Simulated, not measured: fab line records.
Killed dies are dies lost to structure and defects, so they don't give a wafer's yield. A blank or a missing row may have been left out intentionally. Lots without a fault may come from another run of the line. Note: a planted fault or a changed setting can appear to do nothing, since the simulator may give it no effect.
Chamber matching | flow nand harc | 4 sister chambers for NHARC_P_GATE_DESCUM_13 on rie diel-05
The step chemistry O2, time 3 s. 14 wafers are shown with their chamber, then 7 later ones without.

WAFERS PAIRED WITH THEIR CHAMBERS
wafer  | chamber | showerhead plenum p Torr (Torr) | drypump motor current A (A) | oes product au (a.u.)
L208.3 | 1       | 1.81                            | 5.2                         | 0.991
L208.4 | 2       | 1.83                            | 6.7                         | 0.992
L208.5 | 0       | 1.80                            | 5.9                         | 1.001
L209.1 | 0       | 1.81                            | 5.8                         | 0.995
L209.2 | 2       | 1.83                            | 6.7                         | 1.002
L209.6 | 0       | 1.80                            | 5.8                         | 1.003
L211.1 | 3       | 2.01                            | 5.6                         | 0.983
L211.3 | 2       | 1.83                            | 6.6                         | 0.985
L211.6 | 3       | 2.01                            | 5.7                         | 0.995
L210.1 | 3       | 2.01                            | 5.7                         | 0.994
L210.2 | 1       | 1.81                            | 5.2                         | 0.990
L210.4 | 2       | 1.83                            | 6.7                         | 1.002
L212.1 | 1       | 1.81                            | 5.2                         | 1.000
L212.3 | 3       | 2.01                            | 5.6                         | 0.989

SIGNATURES (means of the wafers above)
reading                  | chamber 0 | chamber 1 | chamber 2 | chamber 3 | scatter within a chamber
showerhead plenum p Torr | 1.8033    | 1.8100    | 1.8300    | 2.0100    | 0.00258
drypump motor current A  | 5.833     | 5.200     | 6.675     | 5.650     | 0.0492
oes product au           | 0.99967   | 0.99367   | 0.99525   | 0.99025   | 0.00627
Rule: distance of a wafer from a chamber = root of the sum over the readings of ((wafer's reading minus chamber's mean) / reading's scatter) squared. If the next closest chamber is less than 2 further off than the closest, the wafer can't be placed; otherwise it belongs to the closest. The scatter: the root of (the sum of the squares of (reading less its chamber's mean) over the shown wafers, divided by (wafers less chambers)).

WAFERS WHOSE CHAMBER IS MISSING
wafer  | showerhead plenum p Torr (Torr) | drypump motor current A (A) | oes product au (a.u.)
L212.5 | 2.01                            | 5.7                         | 1.003
L216.1 | 1.83                            | 6.7                         | 0.994
L216.2 | 1.80                            | 5.9                         | 0.996
L216.5 | 1.83                            | 6.6                         | 0.994
L230.1 | 1.83                            | 6.7                         | 0.983
L230.2 | 1.80                            | 5.9                         | 1.002
L230.5 | 1.81                            | 5.2                         | 0.993

WHICH CHAMBER EACH WENT THROUGH
wafer  | from the rows above | in truth
L212.5 | 3                   | 3
L216.1 | 2                   | 2
L216.2 | 0                   | 0
L216.5 | 2                   | 2
L230.1 | 2                   | 2
L230.2 | 0                   | 0
L230.5 | 1                   | 1
Correctly placed: 7 of 7. Left unplaced by these rows: 0. Placed wrongly: 0.
